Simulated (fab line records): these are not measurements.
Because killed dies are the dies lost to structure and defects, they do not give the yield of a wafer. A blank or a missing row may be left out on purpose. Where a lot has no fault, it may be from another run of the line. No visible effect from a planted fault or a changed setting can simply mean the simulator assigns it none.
Split-lot study + flow n5_finfet + on a route of 1938 steps: 7 lots, 39 wafers read

== ABOUT THE SPLIT ==
At N5_BEOL_M14_ETCH_68 (etches SOC in N2/H2, time 450 s), the setting time_s was moved away from the recipe's 450 s on 15 of the 39 wafers read, by -37.7% to +54.2%. This setting was run at the recipe's value on the other wafers.

== FROM THE SPLIT TO THE READING: what the file shows between them, 4 steps ==
- N5_BEOL_M14_STRIP_69: strips in N2/H2
- N5_BEOL_M14_TRENCH_ETCH_34: etches SiO2 in C4F8/O2/Ar, target depth 556.65 nm, time 126.9 s
- N5_BEOL_M14_STRIP_70: strips in C4F8/O2/Ar
- N5_BEOL_M14_STRIP_37: strips in O2

== THE READING ==
BEOL_M14.cd_nm (the simulator's own value, which no gauge read), in nm, at N5_BEOL_M14_ETCH_38 (etches SiCN in CF4/N2, target depth 106.5 nm, time 120.6 s). No usual value for it is given in the file. Here, 24 wafers ran the recipe; their average is 280.2 nm with a standard deviation of 1.2 nm.

| wafer  | tool, chamber at the split | time_s as run, s | against the recipe | BEOL_M14.cd_nm, nm | against lot-mates on the recipe |
|--------|----------------------------|------------------|--------------------|--------------------|---------------------------------|
| L076.1 | rie_diel-06, 0             | 693.8            | +54.2%             | 286.4              | +6.9                            |
| L076.5 | rie_diel-06, 2             | 693.8            | +54.2%             | 286.4              | +6.9                            |
| L076.2 | rie_diel-06, 1             | 450              | recipe             | 279.4              | -                               |
| L076.3 | rie_diel-06, 2             | 450              | recipe             | 279.2              | -                               |
| L076.4 | rie_diel-06, 1             | 693.8            | +54.2%             | 282.8              | +3.3                            |
| L076.6 | rie_diel-06, 0             | 450              | recipe             | 280                | -                               |
| L075.1 | rie_diel-06, 0             | 686.5            | +52.6%             | 282.6              | +2.7                            |
| L075.2 | rie_diel-06, 1             | 450              | recipe             | 280                | -                               |
| L075.3 | rie_diel-06, 2             | 450              | recipe             | 280.2              | -                               |
| L075.4 | rie_diel-06, 0             | 686.5            | +52.6%             | 283.6              | +3.7                            |
| L075.5 | rie_diel-06, 1             | 686.5            | +52.6%             | 284.6              | +4.7                            |
| L075.6 | rie_diel-06, 2             | 450              | recipe             | 279.4              | -                               |
| L087.1 | rie_diel-02, 3             | 450              | recipe             | 280                | -                               |
| L087.5 | rie_diel-02, 2             | 450              | recipe             | 280                | -                               |
| L087.2 | rie_diel-02, 1             | 450              | recipe             | 281                | -                               |
| L087.3 | rie_diel-02, 2             | 450              | recipe             | 281.2              | -                               |
| L087.4 | rie_diel-02, 0             | 450              | recipe             | 280.2              | -                               |
| L087.6 | rie_diel-02, 3             | 450              | recipe             | 280.2              | -                               |
| L085.1 | rie_diel-01, 2             | 280.5            | -37.7%             | 275.8              | -2.8                            |
| L085.2 | rie_diel-01, 0             | 280.5            | -37.7%             | 275.8              | -2.8                            |
| L085.3 | rie_diel-01, 1             | 450              | recipe             | 279.8              | -                               |
| L085.4 | rie_diel-01, 3             | 450              | recipe             | 278.2              | -                               |
| L085.5 | rie_diel-01, 1             | 450              | recipe             | 277.8              | -                               |
| L085.6 | rie_diel-01, 0             | 280.5            | -37.7%             | 276.2              | -2.4                            |
| L090.2 | rie_diel-01, 0             | 450              | recipe             | 281.8              | -                               |
| L090.4 | rie_diel-01, 1             | 450              | recipe             | 282                | -                               |
| L090.6 | rie_diel-01, 1             | 450              | recipe             | 282                | -                               |
| L094.1 | rie_diel-01, 1,2           | 612.1            | +36.0%             | 284                | +2.8                            |
| L094.3 | rie_diel-01, 1,2           | 612.1            | +36.0%             | 284                | +2.8                            |
| L094.2 | rie_diel-01, 3             | 612.1            | +36.0%             | 284.6              | +3.4                            |
| L094.4 | rie_diel-01, 0             | 450              | recipe             | 280.6              | -                               |
| L094.5 | rie_diel-01, 0             | 450              | recipe             | 281.2              | -                               |
| L094.6 | rie_diel-01, 3             | 450              | recipe             | 281.8              | -                               |
| L093.1 | rie_diel-02, 2             | 450              | recipe             | 280.4              | -                               |
| L093.2 | rie_diel-02, 1             | 523.4            | +16.3%             | 282.6              | +3.3                            |
| L093.3 | rie_diel-02, 0             | 450              | recipe             | 278                | -                               |
| L093.4 | rie_diel-02, 1             | 523.4            | +16.3%             | 281.6              | +2.3                            |
| L093.5 | rie_diel-02, 0             | 450              | recipe             | 279.6              | -                               |
| L093.6 | rie_diel-02, 2             | 523.4            | +16.3%             | 279.6              | +0.3                            |
If several chambers appear in one row, that row covers several wafers at once and the file leaves open which wafer was in which chamber.

THE FIT
A straight line over all 39 wafers: BEOL_M14.cd_nm changes by +0.0912 nm for each +1% of time_s; r = +0.88; the points scatter about the line by 1.2 nm.
The same after taking each lot's own level away (the mean of its wafers on the recipe; 39 wafers): +0.0841 nm for each +1%; r = +0.92; scatter 0.9 nm.
That fit puts the effect of the largest move of time_s on the reading at 4.6 nm.
From 278.60 to 281.93 nm: that is the span of the lots' own levels, equal to 2.9 times the standard deviation above.
Hence the lot-to-lot level has little effect on the slope; both slopes agree.
Check: with one of the wafers moved furthest among these (+54.2%) left out of the fit, the line predicts +4.38 nm for it against its lot-mates. Against them it came out at +6.87 nm.

== OTHER SPLITS APPLIED TO THESE WAFERS ==
Before the reading, these wafers also passed through other splits. Each is held against what the fit with the lots' levels taken away leaves over:
| other split on the same wafers     | wafers away from the commonest value | r with BEOL_M14.cd_nm (lot level and that fit taken away) |
|------------------------------------|--------------------------------------|-----------------------------------------------------------|
| N5_BEOL_M5_ILD_DEP_00 target_thk_a | 15                                   | +0.19                                                     |
| N5_BEOL_M7_ILD_DEP_00 target_thk_a | 12                                   | +0.08                                                     |

== THE WHOLE CHAIN: every reading that the file lists as answering this split, in the file's order ==
| step                       | what it does                                                    | reading                                                                           | change (the file's fit)                | r (the file's) |
|----------------------------|-----------------------------------------------------------------|-----------------------------------------------------------------------------------|----------------------------------------|----------------|
| N5_BEOL_M14_ETCH_68        | etches SOC in N2/H2, time 450 s                                 | SiARC_of_BEOL_M14_COAT_66.thk_nm (the simulator's own value, which no gauge read) | -0.45 nm for each +1% of the setting   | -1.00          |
| N5_BEOL_M14_ETCH_68        | etches SOC in N2/H2, time 450 s                                 | BEOL_M14.cd_nm (the simulator's own value, which no gauge read)                   | +0.0873 nm for each +1% of the setting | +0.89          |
| N5_BEOL_M14_TRENCH_ETCH_34 | etches SiO2 in C4F8/O2/Ar, target depth 556.65 nm, time 126.9 s | BEOL_M14.cd_nm (the simulator's own value, which no gauge read)                   | +0.0844 nm for each +1% of the setting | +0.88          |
| N5_BEOL_M14_ETCH_38        | etches SiCN in CF4/N2, target depth 106.5 nm, time 120.6 s      | BEOL_M14.cd_nm (the simulator's own value, which no gauge read)                   | +0.0856 nm for each +1% of the setting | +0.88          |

== THE FILE'S OWN FIT ==
BEOL_M14.cd_nm changes by +0.0856 nm for each +1% of time_s, r = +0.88.
